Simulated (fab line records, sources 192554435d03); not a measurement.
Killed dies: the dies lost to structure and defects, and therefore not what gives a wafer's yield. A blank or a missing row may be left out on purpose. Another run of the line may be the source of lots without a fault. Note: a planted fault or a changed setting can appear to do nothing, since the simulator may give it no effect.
A struck lot beside a sound one / flow n5 finfet / 19 steps out of a route of 1938
Sound: these wafers, L814.2, L814.4, L814.6. Wafers L815.1, L815.2, L815.5 were the ones struck. The cause comes at the end.
At each step with rows: each side's tool, then ch and its chambers, then its first start. Under that, the readings that differ: sound wafers / struck wafers / difference of the means / sigmas: that difference in standard deviations of wafers without a fault.
alike: same words and numbers on both sides, and readings whose means sit less than 2 such deviations apart. not compared: any withheld reading, any reading some wafer has no value for, any bound like >300 that may hide the same value, and any number with overlapping values for which the record gives no deviation.
Wherever a step has rows on one side only, a row that says differs or no value, or a row with sigmas, the two part there. Numbers that don't overlap but have no deviation are shown without sigmas and don't part them. Lack of a reading on every wafer of one side parts them only where that side has two or more wafers.

first, 8 steps without rows for these wafers: N5_FIN_SAQP_STRIP_77 (strips in N2/H2, time 90 s); N5_FIN_SAQP_ETCH_64 (etches SiO2 in CF4, target depth 1.5 nm); N5_FIN_SAQP_FIN_ETCH_36 (etches the open film in HBr/Cl2/O2, target depth 120 nm, time 50.4 s); N5_FIN_SAQP_PRECLEAN_38 (cleans in O3/DIW, time 45 s); N5_FIN_SAQP_PRECLEAN_45 (cleans in dHF, time 10 s); N5_FIN_SAQP_SRD_39 (time 30 s); N5_FIN_CUT_COAT_18 (time 60 s, resist thk 230 nm); N5_FIN_CUT_COAT_19 (time 60 s, resist thk 20 nm).
N5_FIN_CUT_COAT_29: time 60 s, resist thk 10 nm.
  sound on litho track-05 ch 0, day 5 20:37; struck on litho track-01 ch 0, day 6 02:56
reading=spin speed rpm (rpm); sound=1498.6 1499.0 1499.5; struck=1689.4 1689.0 1689.2; difference=+190.2; sigmas=+99 or more
reading=model.underlayer_of_FIN_CUT_COAT_29.thk nm (nm); sound=10 10 10; struck=9.4 9.4 9.4; difference=-0.6; sigmas=
  alike: exhaust pa
then, 7 steps without rows for these wafers: N5_FIN_CUT_COAT_02 (resist thk 30 nm); N5_FIN_CUT_EBR_04; N5_FIN_CUT_SOFTBAKE_03 (time 60 s); N5_FIN_CUT_EXPOSE_05 (exposes mask FIN CUT); N5_FIN_CUT_PEB_06 (peb time 60 s); N5_FIN_CUT_DEVELOP_07 (develop time 30 s); N5_FIN_CUT_DESCUM_13 (chemistry O2, time 7 s).
N5_FIN_CUT_ETCH_30: etches underlayer in N2/H2, target depth 13 nm, time 10.4 s.
  sound on rie diel-04 ch 1,2, day 5 21:14; struck on rie diel-04 ch 1,3, day 6 03:29
reading=etch rf on time s (s); sound=10.58 10.74 10.07; struck=9.91 9.39 10.03; difference=-0.69; sigmas=-3
reading=model.CAR-EUV_of_FIN_CUT_COAT_02.thk nm (nm); sound=14.6 14.6 14.4; struck=15.4 15.4 15.4; difference=+0.9; sigmas=
reading=model.etch.depth nm (nm); sound=10 10.02 10.01; struck=9.436 9.428 9.398; difference=-0.589; sigmas=
  alike: drypump motor current A, oes product au, rf vpp V, showerhead plenum p Torr, throttle valve pct
  not compared: rf hours counter h
N5_FIN_CUT_ETCH_20: etches SiARC in CF4, target depth 26 nm, time 43.3 s.
  sound on rie diel-04 ch 1,2, day 5 21:15; struck on rie diel-04 ch 1,3, day 6 03:31
reading=model.underlayer_of_FIN_CUT_COAT_29.thk nm (nm); sound=9.2 9.2 9.2; struck=8.8 8.8 8.6; difference=-0.5; sigmas=
  alike: drypump motor current A, etch rf on time s, oes product au, rf vpp V, showerhead plenum p Torr, throttle valve pct
  not compared: rf hours counter h
then, 1 step without rows for these wafers: N5_FIN_CUT_ETCH_21 (etches SOC in N2/H2, target depth 219 nm, overetch 43.8 nm, time 523.5 s).

== WHERE THEY PART ==
First at N5_FIN_CUT_COAT_29; last, within this record, at N5_FIN_CUT_ETCH_30. Later steps at which nothing parts them and some readings are alike: N5_FIN_CUT_ETCH_20.

WHY: what had been put in by the simulator
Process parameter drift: litho track-01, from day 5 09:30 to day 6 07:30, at N5_FIN_CUT_COAT_29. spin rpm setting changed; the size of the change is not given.
